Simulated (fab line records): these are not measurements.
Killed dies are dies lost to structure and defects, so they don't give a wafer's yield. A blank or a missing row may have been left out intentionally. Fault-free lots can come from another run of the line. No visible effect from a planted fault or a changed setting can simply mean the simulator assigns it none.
Which of the tools did it? | flow n5_finfet | 9 lots with 27 wafers sampled at 6 steps, on a route of 1938 steps

## WHAT THE GAUGES SHOWED, per wafer
N5_MOL_CONTACT_COAG_CD_MEAS_84: the cd target is 25.1 nm. Usual: 25.06 nm for cd_nm, sd 0.23.
lot  | measured     | on        | cd_nm (nm)        | flag
L770 | day 5 06:17  | cd_sem-03 | 24.92 25.05 25.44 |
L775 | day 6 17:10  | cd_sem-01 | 24.92 25.49 25.19 |
L777 | day 7 02:05  | cd_sem-02 | 25.27 25.01 24.69 |
L778 | day 7 07:47  | cd_sem-02 | 25.09 25.23 25.22 |
L781 | day 8 00:51  | cd_sem-02 | 25.05 25.18 25.27 |
L782 | day 8 05:32  | cd_sem-03 | 24.74 25.31 25.23 |
L789 | day 10 07:23 | cd_sem-02 | 24.94 24.92 25.51 |
L790 | day 10 11:12 | cd_sem-03 | 25.24 25.06 25.43 |
L791 | day 10 14:36 | cd_sem-02 | 24.84 24.64 24.68 |

N5_MOL_CONTACT_COAG_THK_MEAS_53. Usual: VIA_MOL_THK typically reads 43.8 nm, with standard deviation 0.73.
lot  | measured     | on            | VIA_MOL_THK (nm) | flag
L770 | day 5 09:20  | film_metro-01 | 43.8 43.5 44.5   |
L775 | day 6 20:34  | film_metro-01 | 44.2 44.9 44.0   |
L777 | day 7 05:22  | film_metro-01 | 44.4 44.0 44.5   |
L778 | day 7 11:25  | film_metro-02 | 43.8 43.6 43.6   |
L781 | day 8 04:55  | film_metro-01 | 43.7 43.6 46.3   |
L782 | day 8 09:13  | film_metro-02 | 43.4 43.8 44.5   |
L789 | day 10 10:29 | film_metro-01 | 42.2 42.5 44.0   |
L790 | day 10 14:23 | film_metro-01 | 43.8 44.1 44.4   |
L791 | day 10 19:19 | film_metro-01 | 44.1 45.0 44.5   |

N5_BEOL_M4_RC_MEAS_101. Usual: DIBL_N 36.2 mV/V, standard deviation 1.6; DIBL_P 36.5 mV/V, standard deviation 1.9; IOFF_N 0.158 nA/um, standard deviation 0.027; IOFF_P 0.21 nA/um, standard deviation 0.038; ION_N 675 uA/um, standard deviation 12; ION_P 464 uA/um, standard deviation 8.9; SS_N 71.5 mV/dec, standard deviation 0.61; SS_P 73.4 mV/dec, standard deviation 0.59; VT_N 250.4 mV, standard deviation 3; VT_P -250 mV, standard deviation 3.6.
lot  | measured     | on        | DIBL_N (mV/V)  | DIBL_P (mV/V)  | IOFF_N (nA/um)    | IOFF_P (nA/um) | ION_N (uA/um) | ION_P (uA/um) | SS_N (mV/dec)  | SS_P (mV/dec)  | VT_N (mV)         | VT_P (mV)      | flag
L770 | day 7 20:24  | prober-01 | 37.7 36.3 38.5 | 38.5 36.5 39.0 | 0.175 0.146 0.194 | 0.26 0.22 0.27 | 683 676 683   | 474 472 468   | 72.3 71.1 72.0 | 74.0 73.0 74.1 | 251.0 251.9 247.4 | -247 -250 -245 |
L775 | day 9 10:29  | prober-01 | 37.8 38.4 39.3 | 37.8 38.4 39.3 | 0.168 0.180 0.192 | 0.21 0.22 0.24 | 684 689 680   | 461 461 463   | 72.0 71.5 71.3 | 73.6 74.4 74.3 | 253.7 249.0 251.1 | -250 -250 -253 |
L777 | day 9 20:32  | prober-01 | 37.5 39.8 36.0 | 36.6 38.7 34.4 | 0.156 0.211 0.128 | 0.18 0.21 0.16 | 666 682 651   | 452 453 437   | 71.0 72.3 71.1 | 73.1 73.9 73.0 | 250.0 246.5 256.1 | -257 -255 -259 |
L778 | day 10 02:59 | prober-02 | 37.6 35.8 35.6 | 38.5 37.4 37.4 | 0.184 0.158 0.165 | 0.24 0.22 0.22 | 698 686 696   | 475 467 477   | 72.1 71.1 71.1 | 73.9 73.5 73.4 | 245.7 250.7 247.4 | -249 -249 -248 |
L781 | day 11 11:46 | prober-02 | 34.4 37.1 36.1 | 33.6 37.9 35.3 | 0.128 0.175 0.154 | 0.15 0.22 0.17 | 658 672 674   | 446 456 456   | 70.3 71.5 71.2 | 72.3 74.1 72.9 | 251.3 248.8 248.4 | -258 -250 -251 |
L782 | day 11 09:55 | prober-02 | 36.5 35.6 36.6 | 35.8 35.8 36.3 | 0.149 0.133 0.158 | 0.23 0.24 0.24 | 669 668 687   | 466 473 477   | 72.0 71.4 71.9 | 73.0 73.2 73.9 | 250.0 252.2 248.9 | -248 -245 -247 |
L789 | day 13 19:52 | prober-02 | 38.4 37.6 37.1 | 36.8 36.5 35.7 | 0.179 0.163 0.161 | 0.26 0.25 0.22 | 673 666 658   | 468 467 457   | 72.1 72.0 72.8 | 73.3 74.1 73.2 | 249.6 249.4 253.0 | -247 -247 -247 |
L790 | day 13 14:35 | prober-02 | 35.7 36.8 35.6 | 35.7 38.1 36.5 | 0.158 0.175 0.165 | 0.18 0.23 0.20 | 677 666 677   | 459 457 468   | 71.2 71.6 71.4 | 72.7 73.8 72.8 | 248.8 247.5 248.2 | -254 -250 -251 |
L791 | day 14 08:34 | prober-02 | 35.0 34.2 32.9 | 34.8 34.5 33.3 | 0.149 0.141 0.116 | 0.22 0.22 0.19 | 664 686 666   | 463 482 469   | 71.1 70.4 71.3 | 72.8 73.0 73.1 | 250.4 249.9 252.7 | -248 -248 -251 |

## WHICH TOOL RAN EACH LOT (tool, then ch and the chambers of the sampled wafers, then the start)
lot  | N5_MOL_CONTACT_COAG_STRIP_98       | N5_MOL_CONTACT_COAG_PRE_CLEAN_141 | N5_MOL_CONTACT_COAG_PECVD_31
L770 | rie_diel-02 ch 1,2,3, day 4 20:07  | pvd_sputter-01, day 4 22:37       | pecvd-03 ch 0,1, day 5 05:49
L775 | rie_diel-02 ch 0,1,2, day 6 05:52  | pvd_sputter-02, day 6 09:36       | pecvd-01 ch 1,2, day 6 16:42
L777 | rie_diel-05 ch 0,2,3, day 6 17:08  | pvd_sputter-01, day 6 19:24       | pecvd-01 ch 1,2, day 7 01:37
L778 | rie_diel-04 ch 0,2,3, day 6 23:14  | pvd_sputter-01, day 7 01:54       | pecvd-01 ch 1,2, day 7 07:26
L781 | rie_diel-05 ch 0,1,3, day 7 15:42  | pvd_sputter-03, day 7 19:07       | pecvd-01 ch 0,1,2, day 8 00:31
L782 | rie_diel-02 ch 1,2, day 7 21:52    | pvd_sputter-03, day 7 23:18       | pecvd-03 ch 1,2, day 8 05:11
L789 | rie_diel-05 ch 1,3, day 9 21:17    | pvd_sputter-03, day 10 00:57      | pecvd-03 ch 1,2, day 10 07:02
L790 | rie_diel-05 ch 0,3, day 10 01:41   | pvd_sputter-03, day 10 04:20      | pecvd-04 ch 0,1, day 10 10:51
L791 | rie_diel-02 ch 1,2,3, day 10 04:30 | pvd_sputter-02, day 10 07:41      | pecvd-01 ch 0,2, day 10 14:16
- N5_MOL_CONTACT_COAG_STRIP_98: strips in N2/H2.
- N5_MOL_CONTACT_COAG_PRE_CLEAN_141: time 60 s.
- N5_MOL_CONTACT_COAG_PECVD_31: deposits SiO2 from TEOS/O2, target thk 46 nm, time 8.9 s.

## AS READ BY THE TOOLS THEMSELVES (means over the sampled wafers that have a number; for cases with no such wafer, the mark the record gives instead)
N5_MOL_CONTACT_COAG_STRIP_98. Usual: drypump_motor_current_A 5.8 A, standard deviation 0.43; oes_product_au 0.81 a.u., standard deviation 0.093; rf_vpp_V 54.1 V, standard deviation 1.4; showerhead_plenum_p_Torr 3.39 Torr, standard deviation 0.11; throttle_valve_pct 18.78 %, standard deviation 0.28.
lot  | tool        | drypump_motor_current_A (A) | oes_product_au (a.u.) | rf_vpp_V (V) | showerhead_plenum_p_Torr (Torr) | throttle_valve_pct (%) | flag
L770 | rie_diel-02 | 5.7                         | 0.81                  | 54.7         | 3.47                            | 18.73                  |
L775 | rie_diel-02 | 5.8                         | 0.81                  | 54.9         | 3.39                            | 18.70                  |
L777 | rie_diel-05 | 5.9                         | 0.85                  | 54.1         | 3.46                            | 19.00                  |
L778 | rie_diel-04 | 5.8                         | 0.70                  | 53.9         | 3.35                            | 18.65                  |
L781 | rie_diel-05 | 5.5                         | 0.89                  | 54.5         | 3.39                            | 18.89                  |
L782 | rie_diel-02 | 5.6                         | 0.84                  | 53.4         | 3.46                            | 18.70                  |
L789 | rie_diel-05 | 5.5                         | 0.85                  | 56.0         | 3.37                            | 18.92                  |
L790 | rie_diel-05 | 5.6                         | 0.87                  | 53.9         | 3.38                            | 18.93                  |
L791 | rie_diel-02 | 5.7                         | 0.84                  | 52.6         | 3.45                            | 18.69                  |

N5_MOL_CONTACT_COAG_PRE_CLEAN_141. Usual: 460 W for heater_power_w, sd 48.
lot  | tool           | heater_power_w (W) | flag
L770 | pvd_sputter-01 | 421                |
L775 | pvd_sputter-02 | 486                |
L777 | pvd_sputter-01 | 422                |
L778 | pvd_sputter-01 | 421                |
L781 | pvd_sputter-03 | 461                |
L782 | pvd_sputter-03 | 482                |
L789 | pvd_sputter-03 | 460                |
L790 | pvd_sputter-03 | 442                |
L791 | pvd_sputter-02 | 481                |

N5_MOL_CONTACT_COAG_PECVD_31. Usual: chamber_pressure_Torr 6.499 Torr, standard deviation 0.015; susceptor_temp_C 399.98 C, standard deviation 0.23.
lot  | tool     | chamber_pressure_Torr (Torr) | susceptor_temp_C (C) | flag
L770 | pecvd-03 | 6.499                        | 399.70               |
L775 | pecvd-01 | 6.521                        | 400.06               |
L777 | pecvd-01 | 6.493                        | 399.92               |
L778 | pecvd-01 | 6.505                        | 399.88               |
L781 | pecvd-01 | 6.504                        | 397.60               | OFF
L782 | pecvd-03 | 6.491                        | 399.87               |
L789 | pecvd-03 | 6.499                        | 399.91               |
L790 | pecvd-04 | 6.498                        | 400.22               |
L791 | pecvd-01 | 6.498                        | 400.17               |

## THE ANSWER, worked out from the rows above alone
Rule: a lot is off if the mean of its wafers that have a number lies more than 3 standard deviations from the usual mean. A lot without any number at a reading at which 4 lots or more have one is off too. All remaining lots with rows at the step are treated as sound. Order of review: gauges by route order, followed by the tools' own readings, for which a lot's mean as printed above is used. The first step at which some lot is off is used, and at that step the reading that is off furthest; a lot without a number counts as furthest.
Off, at N5_MOL_CONTACT_COAG_PECVD_31 on susceptor_temp_C: L781.
If a tool, at that step or one of the process steps before it, ran each lot that is off and ran no sound lot following the first of them, it fits. No candidate that was tried fits.

## WHAT THE SIMULATOR PUT IN
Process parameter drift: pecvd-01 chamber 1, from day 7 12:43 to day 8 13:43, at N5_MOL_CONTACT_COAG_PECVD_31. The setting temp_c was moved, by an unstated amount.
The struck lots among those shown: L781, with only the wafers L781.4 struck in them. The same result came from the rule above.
